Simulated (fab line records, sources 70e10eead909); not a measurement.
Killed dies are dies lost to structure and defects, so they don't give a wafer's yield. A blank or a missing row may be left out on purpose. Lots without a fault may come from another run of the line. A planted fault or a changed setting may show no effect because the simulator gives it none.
Chamber matching | flow nand_harc | NHARC_A_SLIT_DEP_25 on pecvd-02: 3 sister chambers
The step deposits SiO2, target thk 200 nm. 6 wafers are shown with their chamber, then 8 later ones without.

WAFERS WITH THEIR CHAMBER
wafer  | chamber | throttle_valve_pct (%) | heater_power_w (W)
L481.3 | 0       | 15.6                   | 550
L481.6 | 1       | 16.7                   | 428
L486.2 | 2       | 16.8                   | 443
L486.4 | 1       | 16.9                   | 554
L486.5 | 2       | 16.4                   | 460
L493.4 | 0       | 15.3                   | 590

WAFERS WITHOUT THEIR CHAMBER
wafer  | throttle_valve_pct (%) | heater_power_w (W)
L493.5 | 16.4                   | 500
L493.6 | 16.1                   | 477
L500.2 | 16.2                   | 478
L500.3 | 16.7                   | 397
L500.4 | 16.5                   | 422
L499.1 | 16.6                   | 492
L499.2 | 16.2                   | 421
L499.5 | 16.1                   | 439

WHICH CHAMBER EACH WENT THROUGH
wafer  | from the rows above          | in truth
L493.5 | can't be placed: 2 or 1      | 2
L493.6 | can't be placed: 2 or 1 or 0 | 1
L500.2 | can't be placed: 2 or 1 or 0 | 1
L500.3 | can't be placed: 2 or 1      | 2
L500.4 | can't be placed: 2 or 1      | 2
L499.1 | can't be placed: 2 or 1      | 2
L499.2 | can't be placed: 2 or 1      | 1
L499.5 | can't be placed: 2 or 1 or 0 | 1
Placed correctly: 0 of 8. Can't be placed from these rows: 8 (the true chamber is among the candidates in 8). Placed wrongly: 0.
How it was worked out, from the rows above alone: a wafer's distance from a chamber is the root of the sum, over the readings, of the square of ((its reading less the chamber's mean) divided by the reading's scatter). The wafer belongs to the nearest chamber; if the next one is less than 2 further off, it can't be placed. A chamber's mean is the mean of its shown wafers. The scatter: the root of (the sum of the squares of (reading less its chamber's mean) over the shown wafers, divided by (wafers less chambers)).
